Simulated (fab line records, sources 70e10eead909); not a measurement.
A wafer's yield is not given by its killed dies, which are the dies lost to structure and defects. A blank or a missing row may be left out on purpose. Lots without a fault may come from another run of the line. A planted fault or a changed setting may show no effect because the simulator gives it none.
fab line records | flow nand-harc
record lots=12 | wafers=36 | last-day=24
route steps=1159 shown P_M2@336 THIN_TSV@1116 END@1159
lots untouched by any fault: they come from a run of this same line in which no faults occurred
start-h: start of the lot's first displayed wafer, in hours after the record's first day | wait-h: time in hours since the lot's previous step | " same as the row above | L1.1+2: a row that stands for several wafers | - value missing, or start not given | * or withheld: withheld | < > ~ a bound
route shown NAME@n: NAME is a module with steps in the file, n the number in the route of the first one | usual: mean and standard deviation over wafers with no fault | same: alike in all rows | chamber/n: place in a boat | sites: each site's reading | _std_site: the standard deviation of these | _edge_site: the outer-site mean with the inner-site mean subtracted | radius-mm: how far each site lies from the wafer's centre | mask NAME#n: copy n | behind: tool/chamber where the wafer was last shaped | hold: what put the lot on hold/how long, in hours/how the hold closed | device: the transistor (n, p or np) that didn't switch | end of line: the tests these same wafers got at the end of their route | a step with no rows: only its recipe | killed: count of dies lost to structure and defects at first sort (not the wafer's yield) | map: per-die view of a wafer (x killed, . not killed, _ where there is no die)
set.NAME: the setting as run; set.NAME@STEP: as run at that earlier step | model.NAME: the simulator's own value behind a step, which no gauge read
the route's steps for a sample of lots (tables are steps, rows are wafers)
services: a tool's chamber out of use, with start hour (start-h, from the record's first day; less than 0 if before it), hours out, and reason
## steps
# step NHARC_P_M2_ETCH_28
# recipe target-depth-a=300 | over-etch-frac=0.3 | time-s=72.99 | ion-energy-ev=150 | cf4-flow-sccm=50 | n2-flow-sccm=100 | ar-flow-sccm=150 | rf-w=300 | bias-w=100 | chemistry=CF4/N2
# usual drypump-motor-current-A=5.65/0.29 | oes-product-au=1.000/0.0074 | rf-vpp-V=314.2/2.3 | showerhead-plenum-p-Torr=2.63/0.13 | throttle-valve-pct=19.795/0.0088
lot.wafer | tool        | chamber | start-h | wait-h | drypump-motor-current-A | oes-product-au | rf-hours-counter-h | rf-vpp-V | showerhead-plenum-p-Torr | throttle-valve-pct
L807.2    | rie-diel-12 | 1       | 124.00  | -      | 5.80                    | 0.995          | 16                 | 312.3    | 2.62                     | 19.802
L807.6    | "           | 3       | "       | "      | 5.41                    | 1.012          | -                  | 312.4    | 2.55                     | 19.798
L807.5    | "           | 0       | "       | "      | 5.53                    | 1.003          | -                  | 317.7    | 2.77                     | 19.789
L808.4    | rie-diel-10 | 3       | 124.72  | -      | 5.70                    | 0.997          | 4                  | 311.1    | 2.51                     | 19.804
L808.3    | "           | 1       | "       | "      | 5.97                    | 0.997          | 4                  | 314.0    | 2.65                     | 19.795
L808.5    | "           | 3       | "       | "      | 5.70                    | 1.013          | -                  | 311.6    | 2.51                     | 19.798
L810.3    | rie-diel-10 | 3       | 142.95  | -      | 5.69                    | 0.999          | 5                  | 314.1    | 2.51                     | 19.792
L810.4    | "           | 0       | "       | "      | 5.83                    | 1.009          | 5                  | 316.7    | 2.83                     | 19.793
L810.1    | "           | 1       | "       | "      | 5.99                    | 1.008          | 5                  | 314.9    | 2.65                     | 19.773
L809.2    | rie-diel-12 | 3       | 144.22  | -      | 5.42                    | 1.010          | 19                 | 313.0    | 2.55                     | 19.801
L809.1    | "           | 1       | "       | "      | 5.80                    | 1.010          | 21                 | 314.6    | 2.62                     | 19.801
L809.5    | "           | 0       | "       | "      | 5.53                    | 1.004          | -                  | 317.3    | 2.76                     | 19.780
L812.2    | rie-diel-10 | 2       | 157.05  | -      | 5.14                    | 0.998          | 5                  | 311.6    | 2.47                     | 19.786
L812.5    | "           | 3       | "       | "      | 5.69                    | 0.992          | -                  | 313.2    | 2.51                     | 19.799
L812.6    | "           | 0       | "       | "      | 5.86                    | 1.009          | -                  | 316.5    | 2.83                     | 19.804
L811.1    | rie-diel-10 | 1       | 157.52  | -      | 5.98                    | 0.999          | 5                  | 315.1    | 2.65                     | 19.793
L811.3    | "           | 2       | "       | "      | 5.20                    | 0.994          | 5                  | 311.9    | 2.47                     | 19.791
L811.2    | "           | 3       | "       | "      | 5.70                    | 1.003          | 5                  | 313.0    | 2.51                     | 19.790
L813.4    | rie-diel-10 | 2       | 157.88  | -      | 5.14                    | 0.995          | 5                  | 311.5    | 2.47                     | 19.795
L813.3    | "           | 0       | "       | "      | 5.86                    | 1.003          | 5                  | 318.1    | 2.83                     | 19.789
L813.5    | "           | 2       | "       | "      | 5.16                    | 0.998          | -                  | 311.8    | 2.47                     | 19.808
L815.2    | rie-diel-12 | 1       | 174.81  | -      | 5.80                    | 0.996          | 28                 | 314.1    | 2.62                     | 19.806
L815.3    | "           | 2       | "       | "      | 5.86                    | 1.000          | 28                 | 312.3    | 2.54                     | 19.796
L815.4    | "           | 0       | "       | "      | 5.52                    | 0.998          | 27                 | 316.1    | 2.76                     | 19.793
L817.2    | rie-diel-10 | 2       | 189.23  | -      | 5.16                    | 0.991          | 0                  | 312.5    | 2.47                     | 19.786
L817.4    | "           | 3       | "       | "      | 5.69                    | 0.982          | 0                  | 311.9    | 2.51                     | 19.798
L817.5    | "           | 2       | "       | "      | 5.14                    | 0.991          | -                  | 311.9    | 2.47                     | 19.794
L819.2    | rie-diel-10 | 2       | 205.35  | -      | 5.13                    | 0.981          | 1                  | 310.4    | 2.47                     | 19.783
L819.5    | "           | 0       | "       | "      | 5.85                    | 0.995          | -                  | 316.3    | 2.82                     | 19.783
L819.6    | "           | 1       | "       | "      | 5.98                    | 0.998          | -                  | 315.8    | 2.65                     | 19.790
L821.4    | rie-diel-10 | 1       | 219.49  | -      | 5.96                    | 1.009          | 1                  | 313.7    | 2.65                     | 19.789
L821.1    | "           | 2       | "       | "      | 5.17                    | 0.986          | 1                  | 310.4    | 2.47                     | 19.792
L821.6    | "           | 2       | "       | "      | 5.11                    | 0.987          | -                  | 311.7    | 2.47                     | 19.810
L825.3    | rie-diel-10 | 1       | 235.13  | -      | 5.97                    | 1.009          | 2                  | 316.9    | 2.65                     | 19.796
L825.1    | "           | 3       | "       | "      | 5.68                    | 0.993          | 1                  | 312.1    | 2.51                     | 19.794
L825.6    | "           | 3       | "       | "      | 5.70                    | 0.991          | -                  | 312.3    | 2.51                     | 19.804
# step NHARC_THIN_TSV_CD_MEAS_12
# recipe target-cd-nm=1000 | landing-energy-ev=500
# usual cd-nm=1000.4/1.2
lot.wafer | tool      | chamber | start-h | wait-h | cd-nm
L807.2    | cd-sem-02 | 0       | 432.15  | -      | 1000.8
L807.5    | "         | 0       | "       | "      | 999.7
L807.6    | "         | 0       | "       | "      | 1001.7
L808.3    | cd-sem-01 | 0       | 432.41  | -      | 1000.7
L808.4    | "         | 0       | "       | "      | 1001.1
L808.5    | "         | 0       | "       | "      | 1002.1
L809.1    | cd-sem-01 | 0       | 432.60  | -      | 998.7
L809.2    | "         | 0       | "       | "      | 999.2
L809.5    | "         | 0       | "       | "      | 999.3
L810.1    | cd-sem-03 | 0       | 432.63  | -      | 1000.6
L810.3    | "         | 0       | "       | "      | 1001.5
L810.4    | "         | 0       | "       | "      | 999.1
L811.1    | cd-sem-01 | 0       | 455.97  | -      | 1000.2
L811.2    | "         | 0       | "       | "      | 998.1
L811.3    | "         | 0       | "       | "      | 1001.8
L813.3    | cd-sem-03 | 0       | 457.14  | -      | 1000.7
L813.4    | "         | 0       | "       | "      | 999.5
L813.5    | "         | 0       | "       | "      | 999.8
L812.2    | cd-sem-02 | 0       | 459.19  | -      | 1000.4
L812.5    | "         | 0       | "       | "      | 999.3
L812.6    | "         | 0       | "       | "      | 1000.9
L815.2    | cd-sem-03 | 0       | 467.73  | -      | 1003.1
L815.3    | "         | 0       | "       | "      | 1002.7
L815.4    | "         | 0       | "       | "      | 999.9
L819.2    | cd-sem-01 | 0       | 484.97  | -      | 1000.0
L819.5    | "         | 0       | "       | "      | 1000.1
L819.6    | "         | 0       | "       | "      | 999.4
L817.2    | cd-sem-02 | 0       | 491.49  | -      | 1000.8
L817.4    | "         | 0       | "       | "      | 1001.6
L817.5    | "         | 0       | "       | "      | 1001.9
L821.1    | cd-sem-03 | 0       | 516.50  | -      | 1001.3
L821.4    | "         | 0       | "       | "      | 1001.3
L821.6    | "         | 0       | "       | "      | 1001.8
L825.1    | cd-sem-03 | 0       | 547.66  | -      | 999.9
L825.3    | "         | 0       | "       | "      | 998.8
L825.6    | "         | 0       | "       | "      | 1000.2
# step NHARC_THIN_TSV_ETCH_15
# recipe target-depth-a=30000 | bosch-target-overetch-cycles=2 | bosch-etch-step-s=2.8 | bosch-dep-step-s=1.2 | bosch-cycles=14
# usual drypump-motor-current-A=6.0/0.58
lot.wafer | tool      | chamber | start-h | wait-h | drypump-motor-current-A | rf-hours-counter-h
L807.2    | rie-si-03 | 0       | 432.99  | -      | 5.1                     | 0.9
L807.5    | "         | 3       | "       | "      | 6.6                     | -
L807.6    | "         | 0       | "       | "      | 5.1                     | -
L808.3    | rie-si-02 | 3       | 433.24  | -      | 5.4                     | 0.2
L808.4    | "         | 0       | "       | "      | 6.4                     | 0.2
L808.5    | "         | 1       | "       | "      | 5.5                     | -
L810.3    | rie-si-06 | 3       | 433.64  | -      | 5.4                     | 0.7
L810.4    | "         | 0       | "       | "      | 6.5                     | 0.6
L810.1    | "         | 2       | "       | "      | 5.8                     | 0.6
L809.1    | rie-si-03 | 0       | 434.28  | -      | 5.1                     | 1.0
L809.2    | "         | 1       | "       | "      | 6.5                     | 0.9
L809.5    | "         | 3       | "       | "      | 6.6                     | -
L811.2    | rie-si-03 | 1       | 456.81  | -      | 6.5                     | 1.0
L811.3    | "         | 2       | "       | "      | 6.7                     | 1.0
L811.1    | "         | 0       | "       | "      | 5.1                     | 1.2
L813.4    | rie-si-02 | 0       | 457.99  | -      | 6.4                     | 0.4
L813.3    | "         | 1       | "       | "      | 5.6                     | 0.4
L813.5    | "         | 2       | "       | "      | 5.9                     | -
L812.2    | rie-si-03 | 3       | 460.04  | -      | 6.6                     | 1.2
L812.5    | "         | 1       | "       | "      | 6.5                     | -
L812.6    | "         | 2       | "       | "      | 6.7                     | -
L815.4    | rie-si-06 | 0       | 468.54  | -      | 6.5                     | 0.9
L815.2    | "         | 1       | "       | "      | 6.0                     | 0.9
L815.3    | "         | 3       | "       | "      | 5.3                     | 0.8
L819.2    | rie-si-03 | 3       | 485.82  | -      | 6.6                     | 1.4
L819.5    | "         | 0       | "       | "      | 5.1                     | -
L819.6    | "         | 1       | "       | "      | 6.5                     | -
L817.2    | rie-si-03 | 1       | 492.32  | -      | 6.5                     | 1.4
L817.4    | "         | 3       | "       | "      | 6.6                     | 1.4
L817.5    | "         | 1       | "       | "      | 6.5                     | -
L821.4    | rie-si-06 | 3       | 517.33  | -      | 5.4                     | 1.2
L821.1    | "         | 0       | "       | "      | 6.5                     | 1.2
L821.6    | "         | 3       | "       | "      | 5.3                     | -
L825.3    | rie-si-06 | 1       | 548.50  | -      | 6.0                     | 0.0
L825.1    | "         | 2       | "       | "      | 5.8                     | 0.0
L825.6    | "         | 3       | "       | "      | 5.3                     | -
# step NHARC_THIN_TSV_STRIP_45
# recipe power-w=1500 | temp-c=250 | chemistry=O2
# usual drypump-motor-current-A=6.19/0.2 | heater-power-w=329/22
lot.wafer | tool            | chamber | start-h | wait-h | drypump-motor-current-A | heater-power-w | rf-hours-counter-h
L807.2    | plasma-asher-02 | 1       | 433.19  | 0.1    | 6.02                    | 357            | 21
L807.6    | "               | 1       | "       | "      | 6.01                    | 337            | -
L807.5    | "               | 0       | "       | "      | 6.38                    | 300            | -
L808.4    | plasma-asher-01 | 1       | 433.52  | 0.2    | 5.97                    | 321            | -
L808.3    | "               | 0       | "       | "      | 6.36                    | 340            | -
L808.5    | "               | 1       | "       | "      | 5.96                    | 317            | -
L810.1    | plasma-asher-02 | 0       | 433.85  | 0.1    | 6.42                    | 299            | 21
L810.3    | "               | 0       | "       | "      | 6.41                    | 307            | -
L810.4    | "               | 1       | "       | "      | 6.00                    | 359            | -
L809.2    | plasma-asher-01 | 0       | 434.48  | 0.1    | 6.35                    | 333            | 65
L809.1    | "               | 1       | "       | "      | 5.98                    | 318            | 65
L809.5    | "               | 0       | "       | "      | 6.35                    | 344            | -
L811.2    | plasma-asher-02 | 0       | 457.11  | 0.2    | 6.40                    | 301            | 31
L811.1    | "               | 1       | "       | "      | 6.01                    | 349            | 31
L811.3    | "               | 0       | "       | "      | 6.42                    | 301            | -
L813.3    | plasma-asher-02 | 0       | 459.16  | 1.0    | 6.42                    | 303            | -
L813.4    | "               | 1       | "       | "      | 6.02                    | 344            | -
L813.5    | "               | 0       | "       | "      | 6.40                    | 307            | -
L812.2    | plasma-asher-02 | 0       | 460.30  | 0.1    | 6.40                    | 302            | 34
L812.6    | "               | 1       | "       | "      | 5.98                    | 350            | -
L812.5    | "               | 0       | "       | "      | 6.42                    | 305            | -
L815.2    | plasma-asher-02 | 1       | 468.81  | 0.1    | 5.97                    | 346            | 38
L815.3    | "               | 0       | "       | "      | 6.43                    | 298            | -
L815.4    | "               | 1       | "       | "      | 5.98                    | 351            | -
L819.2    | plasma-asher-02 | 1       | 486.06  | 0.1    | 5.98                    | 353            | 44
L819.6    | "               | 0       | "       | "      | 6.39                    | 303            | -
L819.5    | "               | 1       | "       | "      | 6.01                    | 345            | -
L817.2    | plasma-asher-02 | 1       | 492.57  | 0.1    | 6.02                    | 346            | 45
L817.4    | "               | 1       | "       | "      | 5.99                    | 356            | -
L817.5    | "               | 1       | "       | "      | 5.99                    | 356            | -
L821.1    | plasma-asher-02 | 1       | 517.54  | 0.1    | 5.97                    | 343            | 53
L821.4    | "               | 0       | "       | "      | 6.39                    | 303            | -
L821.6    | "               | 1       | "       | "      | 5.99                    | 351            | -
L825.1    | plasma-asher-01 | 0       | 548.69  | 0.1    | 6.35                    | 373            | 30
L825.3    | "               | 1       | "       | "      | 5.99                    | 323            | -
L825.6    | "               | 1       | "       | "      | 5.99                    | 323            | -
# step NHARC_END_SORT_01
# recipe temp-c=25
# usual defect-limited-yield=95.1/1.8 | killed-at-array=29/11 | killed-at-other=0.6/0.89 | killed-at-periphery=3.8/2.8 | killed-dies=33/12 | killed-open=3.5/1.9 | killed-short=1.9/1.3 | sort_bin_2_pct=1.5/0.72 | sort_bin_3_pct=0.28/0.23 | sort_bin_4_pct=3.1/1.2 | sort-n-pass=644/12 | sort-rim-yield-pct=94.8/2.9 | sort-yield-pct=95.1/1.8
# same gross-dies=677 | sort_bin_5_pct[%]=0 | sort_bin_6_pct[%]=0 | sort_bin_7_pct[%]=0 | sort_bin_8_pct[%]=0 | sort-rim-n-gross=106.00
lot.wafer | tool      | chamber | start-h | wait-h | defect-limited-yield[%] | killed-at-array | killed-at-other | killed-at-periphery | killed-dies | killed-open | killed-short | sort_bin_2_pct[%] | sort_bin_3_pct[%] | sort_bin_4_pct[%] | sort-n-pass | sort-rim-yield-pct[%] | sort-yield-pct[%]
L815.2    | prober-01 | 0       | 483.12  | 2.8    | 95.0                    | 30              | 0               | 4                   | 34          | 4           | 3            | 1.5               | 0                 | 3.5               | 643         | 97.2                  | 95.0
L815.3    | prober-01 | 0       | 483.92  | 3.1    | 95.6                    | 27              | 1               | 2                   | 30          | 5           | 1            | 1.9               | 0.59              | 1.9               | 647         | 94.3                  | 95.6
L815.4    | prober-01 | 0       | 484.71  | 3.4    | 94.5                    | 35              | 0               | 2                   | 37          | 3           | 2            | 2.2               | 0.30              | 3.0               | 640         | 98.1                  | 94.5
L817.2    | prober-01 | 0       | 507.19  | 2.8    | 95.7                    | 21              | 4               | 4                   | 29          | 7           | 3            | 1.5               | 0.30              | 2.5               | 648         | 95.3                  | 95.7
L817.4    | prober-01 | 0       | 508.77  | 3.4    | 95.6                    | 21              | 2               | 7                   | 30          | 3           | 1            | 1.5               | 0                 | 3.0               | 647         | 97.2                  | 95.6
L817.5    | prober-01 | 0       | 509.56  | 3.7    | 96.3                    | 19              | 1               | 5                   | 25          | 3           | 0            | 1.0               | 0.30              | 2.4               | 652         | 96.2                  | 96.3
L821.1    | prober-01 | 0       | 532.89  | 2.5    | 91.0                    | 18              | 0               | 43                  | 61          | 2           | 2            | 3.0               | 1.92              | 4.1               | 616         | 83.0                  | 91.0
L821.4    | prober-01 | 0       | 535.29  | 3.4    | 91.1                    | 26              | 0               | 34                  | 60          | 0           | 0            | 3.8               | 0.74              | 4.3               | 617         | 82.1                  | 91.1
L821.6    | prober-01 | 0       | 536.89  | 4.0    | 90.3                    | 23              | 0               | 43                  | 66          | 1           | 3            | 3.8               | 1.92              | 4.0               | 611         | 84.9                  | 90.3
L825.1    | prober-02 | 0       | 562.74  | 2.5    | 88.8                    | 11              | 1               | 64                  | 76          | 3           | 1            | 4.7               | 1.48              | 5.0               | 601         | 88.7                  | 88.8
L825.3    | prober-02 | 0       | 564.32  | 3.1    | 92.8                    | 18              | 1               | 30                  | 49          | 4           | 1            | 2.7               | 1.18              | 3.4               | 628         | 86.8                  | 92.8
L825.6    | prober-02 | 0       | 566.69  | 4.0    | 86.4                    | 28              | 3               | 61                  | 92          | 4           | 2            | 6.1               | 2.22              | 5.3               | 585         | 89.6                  | 86.4
# killed by level:class
L815.2 A_CHANNEL_HOLE_D1:chamber-film-flake=15 A_SLIT:chamber-film-flake=9 P_M0:geometric-particle:open=3 A_STAIRCASE:chamber-film-flake=2 P_M0:geometric-particle:short=1 A_STAIRCASE:geometric-particle:short=1 A_WL_FILL:geometric-particle:short=1 A_M0:geometric-particle:open=1
L815.3 A_CHANNEL_HOLE_D1:chamber-film-flake=12 A_SLIT:chamber-film-flake=9 A_STAIRCASE:chamber-film-flake=2 P_CONTACT:geometric-particle:open=1 P_M0:geometric-particle:open=1 A_STAIRCASE:geometric-particle:open=1 A_CONTACT:geometric-particle:open=1 A_BLC:geometric-particle:open=1
L815.4 A_SLIT:chamber-film-flake=13 A_CHANNEL_HOLE_D1:chamber-film-flake=12 A_STAIRCASE:chamber-film-flake=4 P_ZERO_WELL:chamber-film-flake=2 A_ONON_D1:geometric-particle:short=1 A_ONON_D1:geometric-particle:open=1 A_SGD_CUT:geometric-particle:open=1 A_CONTACT:geometric-particle:open=1
L817.2 A_SGD_CUT:chamber-film-flake=5 A_CONTACT:chamber-film-flake=4 THIN_TSV:chamber-film-flake=4 A_WL_FILL:geometric-particle:open=2 A_CHANNEL_HOLE_D1:chamber-film-flake=2 A_STAIRCASE:chamber-film-flake=2 P_CONTACT:geometric-particle:open=1 P_CONTACT:geometric-particle:short=1
L817.4 P_M2:chamber-film-flake=5 A_CHANNEL_HOLE_D1:chamber-film-flake=5 A_STAIRCASE:chamber-film-flake=5 A_CONTACT:chamber-film-flake=5 A_SGD_CUT:chamber-film-flake=3 THIN_TSV:chamber-film-flake=2 P_GATE:geometric-particle:open=1 A_WL_FILL:geometric-particle:short=1
L817.5 A_CHANNEL_HOLE_D1:chamber-film-flake=6 A_STAIRCASE:chamber-film-flake=5 A_CONTACT:chamber-film-flake=3 A_CONTACT:geometric-particle:open=2 P_ZERO_WELL:chamber-film-flake=2 P_M2:chamber-film-flake=2 A_SGD_CUT:chamber-film-flake=2 P_STI:geometric-particle:open=1
L821.1 P_M2:unspecified=41 A_SLIT:chamber-film-flake=5 A_CONTACT:chamber-film-flake=5 A_STAIRCASE:chamber-film-flake=3 A_CHANNEL_HOLE_D1:chamber-film-flake=2 P_CONTACT:geometric-particle:open=1 A_WL_FILL:geometric-particle:short=1 A_CONTACT:geometric-particle:short=1
L821.4 P_M2:unspecified=34 A_SLIT:chamber-film-flake=11 A_CHANNEL_HOLE_D1:chamber-film-flake=8 A_CONTACT:chamber-film-flake=4 A_STAIRCASE:chamber-film-flake=3
L821.6 P_M2:unspecified=40 A_SLIT:chamber-film-flake=11 A_CHANNEL_HOLE_D1:chamber-film-flake=4 A_STAIRCASE:chamber-film-flake=3 A_WL_FILL:geometric-particle:short=2 A_CHANNEL_FILL_D1:geometric-particle:open=1 A_M0:geometric-particle:short=1 P_ZERO_WELL:chamber-film-flake=1
L825.1 P_M2:unspecified=61 A_CHANNEL_HOLE_D1:chamber-film-flake=5 A_CONTACT:chamber-film-flake=2 P_M1:geometric-particle:open=1 P_M2:geometric-particle:open=1 A_CHANNEL_FILL_D1:geometric-particle:short=1 A_BLC:geometric-particle:open=1 P_M1:chamber-film-flake=1
L825.3 P_M2:unspecified=28 A_WL_FILL:chamber-film-flake=5 A_SGD_CUT:chamber-film-flake=4 A_CONTACT:chamber-film-flake=3 A_CHANNEL_HOLE_D1:chamber-film-flake=2 P_CONTACT:geometric-particle:open=1 A_WL_FILL:geometric-particle:short=1 A_WL_FILL:geometric-particle:open=1
L825.6 P_M2:unspecified=61 A_CHANNEL_HOLE_D1:chamber-film-flake=9 A_CONTACT:chamber-film-flake=7 A_SGD_CUT:chamber-film-flake=3 A_ZERO_WELL:chamber-film-flake=2 A_STAIRCASE:chamber-film-flake=2 THIN_TSV:chamber-film-flake=2 A_CHANNEL_FILL_D1:geometric-particle:short=1
## services
tool            | chamber | start-h | hours | kind
rie-diel-10     | 1       | 100.62  | 3.3   | repair
rie-si-03       | 3       | 126.96  | 8.0   | repair
rie-diel-10     | 1       | 135.47  | 3.4   | repair
rie-si-03       | -       | 155.00  | 9.0   | pm
rie-si-03       | 1       | 170.01  | 2.2   | repair
rie-diel-10     | -       | 176.50  | 9.0   | pm
plasma-asher-02 | -       | 183.11  | 9.0   | pm
rie-diel-10     | 3       | 201.61  | 4.3   | repair
rie-si-03       | 1       | 225.59  | 4.3   | repair
rie-diel-10     | 2       | 231.02  | 4.6   | repair
rie-si-03       | 1       | 237.20  | 4.2   | repair
rie-si-03       | -       | 250.32  | 0.3   | repair
plasma-asher-02 | -       | 273.06  | 40.6  | repair
rie-diel-10     | 1       | 285.15  | 3.1   | repair
rie-diel-10     | -       | 335.14  | 0.5   | repair
rie-diel-10     | -       | 353.50  | 9.0   | pm
plasma-asher-02 | -       | 360.11  | 9.0   | pm
rie-diel-10     | 1       | 375.23  | 13.7  | repair
rie-diel-10     | -       | 378.83  | 0.3   | repair
rie-diel-10     | 3       | 431.56  | 15.0  | repair
rie-diel-10     | 3       | 452.11  | 11.2  | repair
rie-diel-10     | -       | 481.85  | 0.1   | repair
rie-diel-10     | -       | 530.50  | 9.0   | pm
plasma-asher-02 | -       | 537.12  | 9.0   | pm
## key
first-sign step=NHARC_END_SORT_01 | reading=killed-at-periphery | direction=up | sigmas=15 | usual=3.8 | struck=45.8
effect step=NHARC_END_SORT_01 | reading=killed-dies | direction=up | sigmas=2.8 | usual=33 | struck=67
more-kills-born-at NHARC_P_M2_ETCH_28@rie-diel-10=265
met-at NHARC_P_M2_ETCH_28
struck-lots L821,L825
not-acting-at NHARC_THIN_TSV_CD_MEAS_12,NHARC_THIN_TSV_ETCH_15,NHARC_THIN_TSV_STRIP_45
onset-between 205.35 219.49
also-fits time
fault kind=chamber-particle-source | tool=rie-diel-10 | chamber=- | onset-h=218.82 | steps=NHARC_P_M2_ETCH_28 | rate-per-visit-cm2=0.45748 | end-h=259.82
